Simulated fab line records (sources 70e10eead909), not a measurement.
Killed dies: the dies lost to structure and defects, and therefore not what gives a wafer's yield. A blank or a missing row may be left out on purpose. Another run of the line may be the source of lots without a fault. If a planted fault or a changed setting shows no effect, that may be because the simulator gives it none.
Code-filled problem report in 8D (eight disciplines) form	flow nand_harc	the parts of the form that need people (team, actions taken, sign-off) are left out

1. THE PROBLEM
killed_at_array at NHARC_END_SORT_01 reads a mean of 289 on 2 wafers of 2 lots; wafers without a fault read 53 with a standard deviation of 18. That puts it +13 standard deviations away from the usual mean.
First observed at day 30 06:05: wafer L257.6, on prober-01. At this step, 12 wafers from 4 lots have a number in the record. The rule behind "out" and "out of limits": a value lying over 4 standard deviations away from the usual mean. The other wafers with a number count as sound.

2. WHAT IT IS AND WHAT IT IS NOT
question	is	is not
which readings at this step	killed_at_array, killed_dies	killed_at_other, killed_at_periphery, killed_open, killed_short
which lots	L255, L257	L242, L248
which wafers of those lots	L255.1, L257.6	L255.3, L255.5, L257.3, L257.5
read on which gauges	prober-01	-
when	from day 30 06:05	up to then (8 sound wafers); but 2 sound wafers of L255 came after

3. SUSPECTS, AND WHAT RULES EACH OUT
Counting: any tool at a process step up to the reading remains a suspect provided it ran every lot that is out. Sound lots after the first of them don't rule it out here, since some wafers of a struck lot are sound.
- the gauge at NHARC_END_SORT_01: ruled out. All the wafers that are out were read on prober-01, but those of them that NHARC_A_CHANNEL_HOLE_D1_ETCH_39 has rows for are out there too, on other tools.
- acl_dep-02 at NHARC_A_CHANNEL_HOLE_D1_DEP_00 (deposits aC, target thk 3100 nm): kept. It ran every lot that is out, first L255 (day 14 01:52).
- rie_diel-08 at NHARC_A_CHANNEL_HOLE_D1_ETCH_39 (etches the open film in N2/H2, target depth 260 nm, time 325 s): kept. Ran every lot that is out, first one L255 (day 14 04:53); last sound lot up to then L248 (day 11 16:01). Out on those wafers are its own readings of run_length_s.
Left after counting: acl_dep-02 at NHARC_A_CHANNEL_HOLE_D1_DEP_00, rie_diel-08 at NHARC_A_CHANNEL_HOLE_D1_ETCH_39.

4. THE CAUSE (what the simulator had put in)
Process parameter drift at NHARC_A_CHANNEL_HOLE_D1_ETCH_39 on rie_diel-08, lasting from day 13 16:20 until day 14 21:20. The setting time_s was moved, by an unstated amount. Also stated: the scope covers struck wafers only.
This tool is one of the 2 suspects left after counting.

5. THE EFFECT CHAIN, in route order
One row per reading whose mean, taken over the struck wafers that have a number, lies over 3 standard deviations from the usual. Only readings whose record carries a usual standard deviation are examined. hours: median over the lots of the time between each lot's start at the first step of this table that gives one and its start at this step. sigmas: the change, counted in usual standard deviations.
hours	step	reading	usual	on struck wafers	change	sigmas
0	NHARC_A_CHANNEL_HOLE_D1_ETCH_39	run_length_s	346.2 s	262.6	-83.6	-99 or more
384	NHARC_END_SORT_01	killed_at_array	53	289	+236	+13
384	NHARC_END_SORT_01	killed_dies	58	292	+234	+13
Process steps it contains:
- NHARC_A_CHANNEL_HOLE_D1_ETCH_39: etches the open film in N2/H2, target depth 260 nm, time 325 s.

6. WHAT WOULD HAVE CAUGHT IT SOONER
398 hours passed between the start of the fault at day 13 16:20 and the first reading out of limits at a measuring or inspecting step in this record, taken at day 30 06:05.
At NHARC_A_CHANNEL_HOLE_D1_ETCH_39, the tool's own readings (run_length_s) were out on each struck wafer the step has a row for, so an alarm limit on them would have fired on the first such wafer.
By day 30 06:05 the whole set of lots that are out, 2 in number, had already begun NHARC_A_CHANNEL_HOLE_D1_ETCH_39 on rie_diel-08. Tool hold at that time: it would have spared none of them.
